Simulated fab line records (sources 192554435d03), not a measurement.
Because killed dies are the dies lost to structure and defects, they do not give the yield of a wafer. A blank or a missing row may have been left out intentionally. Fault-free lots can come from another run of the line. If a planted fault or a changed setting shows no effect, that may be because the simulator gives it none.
Split-lot study	flow n5_finfet	21 wafers read across 7 lots, on a route 1938 steps long

## SPLIT DETAILS
At N5_BEOL_M13_COAT_04 (resist thk 400 nm), the setting spin_rpm was moved away from the recipe's 1625 rpm on 8 of the 21 wafers read, by -11.1% to +10.6%. This setting was run at the recipe's value on the other wafers.

The split's own step is where the reading is taken.

## THE READING
coat_of_BEOL_M13_COAT_04.thk_nm (the simulator's own value, which no gauge read), in nm, at N5_BEOL_M13_COAT_04 (resist thk 400 nm). No usual value for it is given in the file. Here, 13 wafers ran the recipe; their average is 400.7 nm with a standard deviation of 1.1 nm.

wafer	tool, chamber at the split	spin_rpm as run, rpm	against the recipe	coat_of_BEOL_M13_COAT_04.thk_nm, nm	against lot-mates on the recipe
L076.1	litho_track-05, 0	1625	recipe	398.6	-
L076.3	litho_track-05, 0	1625	recipe	398.6	-
L076.2	litho_track-05, 0	1625	recipe	399.6	-
L077.1	litho_track-04, 0	1758	+8.2%	385.6	-15.0
L077.4	litho_track-04, 0	1625	recipe	400.6	-
L077.6	litho_track-04, 0	1758	+8.2%	385	-15.6
L080.2	litho_track-05, 0	1625	recipe	400.8	-
L080.3	litho_track-05, 0	1625	recipe	400.8	-
L080.5	litho_track-05, 0	1798	+10.6%	380.4	-20.4
L083.2	litho_track-02, 0	1625	recipe	401.8	-
L083.4	litho_track-02, 0	1625	recipe	400.4	-
L083.6	litho_track-02, 0	1625	recipe	401.6	-
L084.2	litho_track-05, 0	1747	+7.5%	383.8	no lot-mate on the recipe
L084.4	litho_track-05, 0	1747	+7.5%	383.6	no lot-mate on the recipe
L084.6	litho_track-05, 0	1747	+7.5%	383.4	no lot-mate on the recipe
L093.1	litho_track-05, 0	1445	-11.1%	427	+25.4
L093.2	litho_track-05, 0	1625	recipe	401.6	-
L093.4	litho_track-05, 0	1445	-11.1%	424.4	+22.8
L094.2	litho_track-02, 0	1625	recipe	402	-
L094.3	litho_track-02, 0	1625	recipe	400.8	-
L094.4	litho_track-02, 0	1625	recipe	401.4	-

THE FIT
A straight line over all 21 wafers: coat_of_BEOL_M13_COAT_04.thk_nm changes by -2.14 nm for each +1% of spin_rpm; r = -0.99; the points scatter about the line by 1.4 nm.
The same after taking each lot's own level away (the mean of its wafers on the recipe; 18 wafers): -2.04 nm for each +1%; r = -1.00; scatter 0.92 nm.
Per that fit: largest spin_rpm move, reading shift of 23 nm.
Measured against the standard deviation above, the lots' own levels, which go from 398.93 to 401.60 nm, span 2.5 times it.
So the lot-to-lot level changes the slope little: the two slopes agree.
Check: with one of the wafers moved furthest among these (-11.1%) left out of the fit, the line predicts +21.8 nm for it against its lot-mates. Against them it came out at +25.4 nm.

## FURTHER SPLITS ON THESE WAFERS
Before the reading, these wafers also passed through other splits. Each is held against what the fit with the lots' levels taken away leaves over:
other split on the same wafers	wafers away from the commonest value	r with coat_of_BEOL_M13_COAT_04.thk_nm (lot level and that fit taken away)
N5_BEOL_M10_EXPOSE_08 dose_mj	9	-0.21
N5_BEOL_M11_PECVD_70 time_s	6	+0.04
N5_BEOL_M11_TRENCH_ETCH_37 bias_w	6	+0.21
N5_BEOL_M11_ETCH_41 time_s	8	+0.30

## FILE'S OWN FIT
coat_of_BEOL_M13_COAT_04.thk_nm changes by -2.01 nm for each +1% of spin_rpm, r = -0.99.
